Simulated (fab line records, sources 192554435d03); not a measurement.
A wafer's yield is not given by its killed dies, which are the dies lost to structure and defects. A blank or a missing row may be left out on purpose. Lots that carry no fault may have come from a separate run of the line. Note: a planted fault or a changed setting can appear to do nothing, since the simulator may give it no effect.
Struck lot and sound lot, side by side | flow n5Finfet | 39 steps out of a route of 1938
Sound: wafers L811.2, L811.4, L811.6. Struck: wafers L818.1, L818.4, L818.5. The cause comes at the end.
Each step with rows lists, per side, the tool, then ch with its chambers, then its first start. Under that, the readings that differ: sound wafers | struck wafers | difference of the means | sigmas: that difference in standard deviations of wafers without a fault.
alike: same words and numbers on both sides, and readings whose means sit less than 2 such deviations apart. not compared: any withheld reading, any reading some wafer has no value for, any bound like >300 that may hide the same value, and any number with overlapping values for which the record gives no deviation.
A row with sigmas, a row that says differs or no value, or rows on one side alone: a step with any of these is where the two part. Numbers that have no deviation but don't overlap get no sigmas and don't part them. A reading that every wafer of one side lacks parts them only if that side has two wafers or more.

first, 9 steps without rows for these wafers: N5_STI_FIN_REVEAL_SRD_21 (time 30 s); N5_STI_FIN_REVEAL_OXIDATION_33 (chemistry O2 PLASMA REMOTE, time 20 s); N5_STI_FIN_REVEAL_CLEAN_19 (cleans in O3/DIW, time 120 s); N5_STI_FIN_REVEAL_SRD_23 (time 30 s); N5_STI_FIN_REVEAL_PRECLEAN_18 (cleans in SC2, time 45 s); N5_STI_FIN_REVEAL_SRD_28 (time 30 s); N5_DUMMY_GATE_PRECLEAN_00 (cleans in O3/DIW, time 60 s); N5_DUMMY_GATE_SRD_01 (time 30 s); N5_DUMMY_GATE_ALD_02 (deposits SiO2, target thk 2 nm, pulse time 1 s).
N5_DUMMY_GATE_CVD_03: deposits a-Si from SiH4, target thk 150 nm, time 8042 s.
  sound on lpcvd-02 ch 1/45,1/54,1/64, day 4 03:28; struck on lpcvd-02 ch 1/65,1/79,1/84, day 5 21:43
  no value came back on the struck wafers for any of 6 readings (spikeTcBottomC (C), spikeTcCentreC (C) and others); on the sound wafers spikeTcBottomC (C) reads 552.3 552.3 552.3
then, 3 steps without rows for these wafers: N5_DUMMY_GATE_PRECLEAN_46 (cleans in DIW, time 89.5 s); N5_DUMMY_GATE_SRD_47 (dry time 32 s); N5_DUMMY_GATE_CMP_04 (polishes a-Si).
N5_DUMMY_GATE_THK_MEAS_05:
  sound on filmMetro-02 at day 4 07:27; struck on filmMetro-01 at day 6 01:42
reading    | sound          | struck      | difference | sigmas
thkNm (nm) | 70.6 71.6 72.3 | 2.0 2.0 2.0 | -69.5      | -58
then, 21 steps without rows for these wafers: N5_DUMMY_GATE_HM_DEP_06 (deposits SiNx from DCS/NH3, target thk 80 nm, time 5141 s); N5_DUMMY_GATE_PECVD_30 (deposits SiO2 from TEOS/O2, target thk 55 nm, time 10.8 s); N5_DUMMY_GATE_COAT_34 (time 60 s, resist thk 60 nm); N5_DUMMY_GATE_COAT_35 (time 60 s, resist thk 10 nm); N5_DUMMY_GATE_COAT_28 (time 60 s, resist thk 10 nm); N5_DUMMY_GATE_COAT_09 (resist thk 30 nm); N5_DUMMY_GATE_EBR_11; N5_DUMMY_GATE_SOFTBAKE_10 (time 60 s); N5_DUMMY_GATE_EXPOSE_12 (exposes mask GATE, target cd 25 nm); N5_DUMMY_GATE_PEB_13 (peb time 60 s); N5_DUMMY_GATE_DEVELOP_14 (develop time 30 s); N5_DUMMY_GATE_DESCUM_20 (chemistry O2, time 6.2 s); N5_DUMMY_GATE_ETCH_29 (etches underlayer in N2/H2, target depth 13 nm); N5_DUMMY_GATE_ETCH_36 (etches SiARC in CF4, target depth 13 nm); N5_DUMMY_GATE_ETCH_37 (etches SOC in N2/H2, target depth 60 nm, overetch 30 nm); N5_DUMMY_GATE_STRIP_38 (strips in N2/H2); N5_DUMMY_GATE_STRIP_39 (strips in N2/H2); N5_DUMMY_GATE_TRIM_49 (chemistry O2, time 29 s, target cd 14 nm); N5_DUMMY_GATE_STRIP_40 (strips in CF4); N5_DUMMY_GATE_ETCH_31 (etches SiO2 in C4F6/O2, target depth 82.5 nm, time 27.5 s); N5_DUMMY_GATE_STRIP_41 (strips in O2).
N5_DUMMY_GATE_ETCH_44: etches poly-Si in HBr/O2, stops on SiO2, target depth 127.5 nm.
  sound on rieSi-03 ch 1,2, day 4 12:47; struck on rieSi-02 ch 0,2,3, day 6 09:03
reading                              | sound             | struck            | difference | sigmas
model.DUMMY_GATE.featureDepthNm (nm) | 70.8 71.6 72.4    | 76.2 75.8 75.2    | +4.1       | 
model.etch.depthNm (nm)              | 70.69 71.56 72.32 | 75.23 74.86 74.21 | +3.24      | 
  alike: drypumpMotorCurrentA, oesProductAu, throttleValvePct
  not compared: rfHoursCounterH
N5_DUMMY_GATE_CD_MEAS_24 targets a cd of 15 nm.
  sound on cdSem-01 at day 4 12:55; struck on cdSem-01 at day 6 09:10
reading   | sound          | struck | difference                    | sigmas
cdNm (nm) | 15.2 14.9 14.4 | - - -  | no value on the struck wafers | 
N5_BEOL_M4_RC_MEAS_101:
  the record has rows for the sound wafers here (prober-01 ch 0, day 10 05:07) and none for the struck ones
-- the record jumps here: 10 days lie between the struck wafers' starts before and after (it left off in module BEOL_M4 and takes up again in module PASSIVATION, whose first step shown is number 1936 of the route) --
N5_PASSIVATION_PROBE_49:
  only the struck wafers here have rows in the record (prober-02, day 16 12:06); the sound ones have none

== WHERE THEY PART ==
Last at N5_PASSIVATION_PROBE_49 as far as this record goes, first at N5_DUMMY_GATE_CVD_03.

WHY: whatever the simulator had introduced
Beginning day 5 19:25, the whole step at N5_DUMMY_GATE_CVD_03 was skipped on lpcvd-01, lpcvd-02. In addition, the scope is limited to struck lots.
